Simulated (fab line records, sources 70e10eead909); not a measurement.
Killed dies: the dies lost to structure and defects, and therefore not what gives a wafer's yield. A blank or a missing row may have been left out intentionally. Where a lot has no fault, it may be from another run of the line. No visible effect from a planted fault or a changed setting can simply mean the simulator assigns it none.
Matching of chambers	flow nand-harc	rie-diel-07 running NHARC_A_CHANNEL_FILL_D1_STRIP_28: 4 sister chambers
The step strips in O2, time 20 s. 18 wafers are shown with their chamber, then 9 later ones without.

WAFERS, EACH WITH ITS CHAMBER
wafer	chamber	showerhead-plenum-p-Torr (Torr)	drypump-motor-current-A (A)	rf-vpp-V (V)
L750.1	0	3.47	5.9	56.8
L750.5	2	3.38	5.6	58.3
L750.6	1	3.40	6.5	57.5
L752.3	2	3.38	5.6	59.1
L752.5	1	3.40	6.5	59.0
L752.6	2	3.38	5.6	59.1
L755.1	0	3.47	5.9	56.1
L755.2	3	3.77	5.2	57.5
L755.5	2	3.37	5.6	58.0
L759.1	1	3.40	6.5	58.3
L759.2	0	3.46	5.9	57.8
L759.5	0	3.46	5.9	56.4
L761.4	2	3.37	5.6	58.3
L761.5	0	3.46	5.8	56.9
L761.6	3	3.77	5.3	58.2
L763.3	0	3.46	5.8	58.1
L763.4	3	3.77	5.2	58.3
L763.5	2	3.37	5.6	57.8

SIGNATURES (means of the wafers above)
reading	chamber 0	chamber 1	chamber 2	chamber 3	scatter within a chamber
showerhead-plenum-p-Torr	3.4633	3.4000	3.3750	3.7700	0.0045
drypump-motor-current-A	5.867	6.500	5.600	5.233	0.0378
rf-vpp-V	57.017	58.267	58.433	58.000	0.659
Rule: distance of a wafer from a chamber = root of the sum over the readings of ((wafer's reading minus chamber's mean) / reading's scatter) squared. If the next closest chamber is less than 2 further off than the closest, the wafer can't be placed; otherwise it belongs to the closest. The scatter: take each reading less its chamber's mean, square it, sum over the shown wafers, divide by the number of wafers less the number of chambers, and take the root.

WAFERS WITHOUT THEIR CHAMBER
wafer	showerhead-plenum-p-Torr (Torr)	drypump-motor-current-A (A)	rf-vpp-V (V)
L764.2	3.76	5.3	56.6
L764.4	3.40	6.5	55.7
L764.5	3.40	6.5	55.4
L769.1	3.46	5.8	58.5
L769.2	3.76	5.3	59.1
L769.3	3.37	5.6	57.3
L773.4	3.37	5.6	57.0
L773.5	3.37	5.6	58.4
L773.6	3.76	5.3	59.6

EACH ONE'S CHAMBER
wafer	from the rows above	in truth
L764.2	3	3
L764.4	1	1
L764.5	1	1
L769.1	0	0
L769.2	3	3
L769.3	2	2
L773.4	2	2
L773.5	2	2
L773.6	3	3
9 of 9 placed correctly. Not placeable from these rows: 0. Wrongly placed: 0.
